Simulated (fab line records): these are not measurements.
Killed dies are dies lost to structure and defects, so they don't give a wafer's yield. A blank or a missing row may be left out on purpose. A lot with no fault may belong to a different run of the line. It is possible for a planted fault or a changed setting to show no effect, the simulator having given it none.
A struck lot beside a sound one ; flow n5-finfet ; 15 steps out of a route of 1938
Sound: wafers L166.3, L166.4, L166.5. The struck wafers were L171.1, L171.2, L171.4. The cause comes at the end.
Per side, at each step with rows, come the tool, then ch with its chambers, and then its first start. Under that, the readings that differ: sound wafers ; struck wafers ; difference of the means ; sigmas: that difference in standard deviations of wafers without a fault.
alike: words and numbers the same on both sides, and readings whose means are apart by under 2 such deviations; not compared: readings that were withheld, readings missing a value for some wafer, numbers with overlapping values and no deviation given by the record, and bounds like >300 which may hide the same value.
A row with sigmas, a row that says differs or no value, or rows on one side alone: a step with any of these is where the two part. Numbers that have no deviation but don't overlap get no sigmas and don't part them. A reading that every wafer of one side lacks parts them only if that side has two wafers or more.

first, 2 steps without rows for these wafers: N5_BEOL_M11_PEB_26 (peb time 60 s); N5_BEOL_M11_DEVELOP_27 (develop time 30 s).
N5_BEOL_M11_CD_MEAS_28: the cd target is 70 nm.
  sound on cd-sem-03 ch 0, day 13 04:08; struck on cd-sem-03 ch 0, day 14 04:08
  alike: cd-nm
N5_BEOL_M11_OVL_MEAS_29:
  sound on overlay-02 ch 0, day 13 04:10; struck on overlay-01 ch 0, day 14 04:10
  alike: V10_OVL
N5_BEOL_M11_INSPECT_30: inspects for defects (brightfield).
  struck on defect-inspect-01, day 14 04:12; sound on defect-inspect-02, day 13 04:11
  alike: raw-defect-count
N5_BEOL_M11_DESCUM_33: chemistry O2, time 7.9 s.
  sound on rie-diel-06 ch 1,3, day 13 04:19; struck on rie-diel-05 ch 1,3, day 14 04:33
  alike: drypump-motor-current-A, oes-product-au, rf-vpp-V, showerhead-plenum-p-Torr, throttle-valve-pct
  not compared: rf-hours-counter-h
N5_BEOL_M11_ETCH_65: etches SiARC in CF4, target depth 39 nm, time 65 s.
  sound on rie-diel-06 ch 1,3, day 13 04:22; struck on rie-diel-05 ch 1,3, day 14 04:35
  alike: bias-w, drypump-motor-current-A, etch-rf-on-time-s, oes-product-au, rf-vpp-V, showerhead-plenum-p-Torr, throttle-valve-pct
  not compared: rf-hours-counter-h
N5_BEOL_M11_ETCH_66: etches SOC in N2/H2, target depth 120 nm, overetch 24 nm, time 180 s.
  sound on rie-diel-06 ch 1,3, day 13 04:25; struck on rie-diel-05 ch 1,3, day 14 04:38
  alike: bias-w, drypump-motor-current-A, oes-product-au, rf-vpp-V, showerhead-plenum-p-Torr, throttle-valve-pct
  not compared: rf-hours-counter-h
then, 1 step without rows for these wafers: N5_BEOL_M11_STRIP_69 (strips in N2/H2).
N5_BEOL_M11_VIA_ETCH_34: etches SiCOH lowk in C4F6/O2, target depth 184.5 nm, time 69.2 s.
  sound on rie-diel-06 ch 1,3, day 13 04:32; struck on rie-diel-05 ch 1,3, day 14 04:46
  alike: bias-w, drypump-motor-current-A, oes-product-au, rf-vpp-V, showerhead-plenum-p-Torr, throttle-valve-pct
  not compared: rf-hours-counter-h
then, 2 steps without rows for these wafers: N5_BEOL_M11_STRIP_73 (strips in C4F6/O2); N5_BEOL_M11_STRIP_36 (strips in N2/H2).
N5_BEOL_M11_TRENCH_ETCH_37: etches SiCOH lowk in C4F6/O2, target depth 148.83 nm, time 48 s.
  sound on rie-diel-06 ch 1,3, day 13 04:38; struck on rie-diel-05 ch 1,3, day 14 04:52
reading;sound;struck;difference;sigmas
bias-w (W);184.3 185.0 185.3;192.4 192.9 192.3;+7.7;+13
  alike: drypump-motor-current-A, oes-product-au, rf-vpp-V, showerhead-plenum-p-Torr, throttle-valve-pct
  not compared: rf-hours-counter-h
N5_BEOL_M11_ETCH_41: etches SiCN in CH3F/O2, target depth 42.6 nm, time 86 s.
  sound on rie-diel-06 ch 1,3; struck on rie-diel-05 ch 1,3
  alike: bias-w, drypump-motor-current-A, oes-product-au, rf-vpp-V, showerhead-plenum-p-Torr, throttle-valve-pct
  not compared: rf-hours-counter-h
-- record jumps: 2 days separate the struck wafers' starts on either side; left off in module BEOL_M11, taken up again in module PASSIVATION, whose first shown step is the route's number 1936 --
N5_PASSIVATION_PROBE_49:
  struck on prober-01, day 16 07:06; sound on prober-01, day 14 21:02
  alike: defect-limited-yield, killed_at_M0_to_M3, killed_at_M4_up, killed-at-contacts, killed-at-front-end, killed-at-other, killed-dies, killed-open, killed-short, sort_bin_4_leakage, sort_bin_5_function, sort_bin_6_memory, sort-n-pass, sort-yield-pct

== WHERE THEY PART ==
At N5_BEOL_M11_TRENCH_ETCH_37 and nowhere else, as far as this record goes. Later steps at which nothing parts them and some readings are alike: N5_BEOL_M11_ETCH_41, N5_PASSIVATION_PROBE_49.

WHY: whatever the simulator had introduced
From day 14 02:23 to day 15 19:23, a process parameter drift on rie-diel-05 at N5_BEOL_M11_TRENCH_ETCH_37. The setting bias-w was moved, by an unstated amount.
